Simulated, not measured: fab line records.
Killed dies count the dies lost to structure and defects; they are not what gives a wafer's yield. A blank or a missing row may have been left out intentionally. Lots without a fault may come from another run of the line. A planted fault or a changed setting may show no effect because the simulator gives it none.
Which tool was responsible? :: flow n5_finfet :: 11 lots, 33 wafers sampled, at 4 steps of a route of 1938

## WHAT THE GAUGES READ, wafer by wafer
N5_BEOL_M15_INSPECT_55: inspects for defects (darkfield).
lot: L104
measured: day 11 18:26
on: defect_inspect-02
raw_defect_count: 46 45 65

lot: L106
measured: day 12 02:49
on: defect_inspect-02
raw_defect_count: 45 55 78

lot: L110
measured: day 13 15:44
on: defect_inspect-01
raw_defect_count: 59 41 36

lot: L119
measured: day 15 17:32
on: defect_inspect-02
raw_defect_count: 65 73 46

lot: L120
measured: day 15 19:01
on: defect_inspect-01
raw_defect_count: 98 90 123

lot: L118
measured: day 16 05:08
on: defect_inspect-01
raw_defect_count: 59 59 47

lot: L121
measured: day 16 05:11
on: defect_inspect-02
raw_defect_count: 80 77 48

lot: L122
measured: day 16 23:05
on: defect_inspect-02
raw_defect_count: 112 59 62

lot: L125
measured: day 17 20:08
on: defect_inspect-01
raw_defect_count: 74 73 39

lot: L124
measured: day 18 01:34
on: defect_inspect-02
raw_defect_count: 58 108 74

lot: L126
measured: day 18 08:48
on: defect_inspect-02
raw_defect_count: 62 90 84

## WHICH TOOL RAN EACH LOT (tool, then ch and the chambers of the sampled wafers, then the start)
lot: L104
N5_BEOL_M15_TRENCH_ETCH_34: rie_diel-05 ch 0,1,3, day 11 15:32
N5_BEOL_M15_SPUTTER_43: pvd_sputter-02, day 11 17:08
N5_BEOL_M15_CMP_49: cmp-01 ch 0,1,2, day 11 17:58

lot: L106
N5_BEOL_M15_TRENCH_ETCH_34: rie_diel-01 ch 0,1,3, day 11 23:13
N5_BEOL_M15_SPUTTER_43: pvd_sputter-02, day 12 01:32
N5_BEOL_M15_CMP_49: cmp-02 ch 0,2,3, day 12 02:26

lot: L110
N5_BEOL_M15_TRENCH_ETCH_34: rie_diel-01 ch 1,3, day 13 12:40
N5_BEOL_M15_SPUTTER_43: pvd_sputter-02, day 13 14:27
N5_BEOL_M15_CMP_49: cmp-03 ch 2,3, day 13 15:19

lot: L119
N5_BEOL_M15_TRENCH_ETCH_34: rie_diel-05 ch 0,1,2, day 15 13:59
N5_BEOL_M15_SPUTTER_43: pvd_sputter-01, day 15 16:16
N5_BEOL_M15_CMP_49: cmp-02 ch 0,2, day 15 17:07

lot: L120
N5_BEOL_M15_TRENCH_ETCH_34: rie_diel-02 ch 0,2,3, day 15 14:26
N5_BEOL_M15_SPUTTER_43: pvd_sputter-03, day 15 17:42
N5_BEOL_M15_CMP_49: cmp-03 ch 1,3, day 15 18:34

lot: L118
N5_BEOL_M15_TRENCH_ETCH_34: rie_diel-02 ch 1,3, day 16 01:04
N5_BEOL_M15_SPUTTER_43: pvd_sputter-03, day 16 03:53
N5_BEOL_M15_CMP_49: cmp-03 ch 1,2, day 16 04:41

lot: L121
N5_BEOL_M15_TRENCH_ETCH_34: rie_diel-05 ch 0,1,3, day 16 01:22
N5_BEOL_M15_SPUTTER_43: pvd_sputter-01, day 16 03:55
N5_BEOL_M15_CMP_49: cmp-02 ch 1,2,3, day 16 04:44

lot: L122
N5_BEOL_M15_TRENCH_ETCH_34: rie_diel-01 ch 0,3, day 16 19:17
N5_BEOL_M15_SPUTTER_43: pvd_sputter-02, day 16 21:17
N5_BEOL_M15_CMP_49: cmp-02 ch 0,2,3, day 16 22:46

lot: L125
N5_BEOL_M15_TRENCH_ETCH_34: rie_diel-02 ch 0,2, day 17 15:19
N5_BEOL_M15_SPUTTER_43: pvd_sputter-03, day 17 16:35
N5_BEOL_M15_CMP_49: cmp-02 ch 1,2,3, day 17 19:41

lot: L124
N5_BEOL_M15_TRENCH_ETCH_34: rie_diel-02 ch 1,2, day 17 19:31
N5_BEOL_M15_SPUTTER_43: pvd_sputter-02, day 18 00:08
N5_BEOL_M15_CMP_49: cmp-01 ch 1,2,3, day 18 01:07

lot: L126
N5_BEOL_M15_TRENCH_ETCH_34: rie_diel-05 ch 1,2, day 18 04:32
N5_BEOL_M15_SPUTTER_43: pvd_sputter-02, day 18 07:32
N5_BEOL_M15_CMP_49: cmp-01 ch 0,2, day 18 08:23
- N5_BEOL_M15_TRENCH_ETCH_34: etches SiO2 in C4F8/O2/Ar, target depth 872.93 nm, time 199 s.
- N5_BEOL_M15_SPUTTER_43: material TaN, target thk 15 nm, time 24.19 s.
- N5_BEOL_M15_CMP_49: polishes, stops on SiO2, t overpolish 4.9 s, target thk 850 nm.

## THE ANSWER, worked out from the rows above alone
Rule: what is usual is taken from the lots themselves. The widest of any qualifying gaps counts: lots, ordered by their means at a reading, are off when they make up no more than a third of the lots, leave a main group of 4 or more, and stand apart from it by 3 or more times the standard deviation of that group's means. If all means in a main group match to the digits the tables above print for the reading, that group is not used. Also off: a lot with no number at a reading for which 4 or more lots have one. Where the step has rows for the other lots, those lots are counted as sound.
None of the lots is off at any reading shown; this tells nothing.

## WHAT WAS PUT IN BY THE SIMULATOR
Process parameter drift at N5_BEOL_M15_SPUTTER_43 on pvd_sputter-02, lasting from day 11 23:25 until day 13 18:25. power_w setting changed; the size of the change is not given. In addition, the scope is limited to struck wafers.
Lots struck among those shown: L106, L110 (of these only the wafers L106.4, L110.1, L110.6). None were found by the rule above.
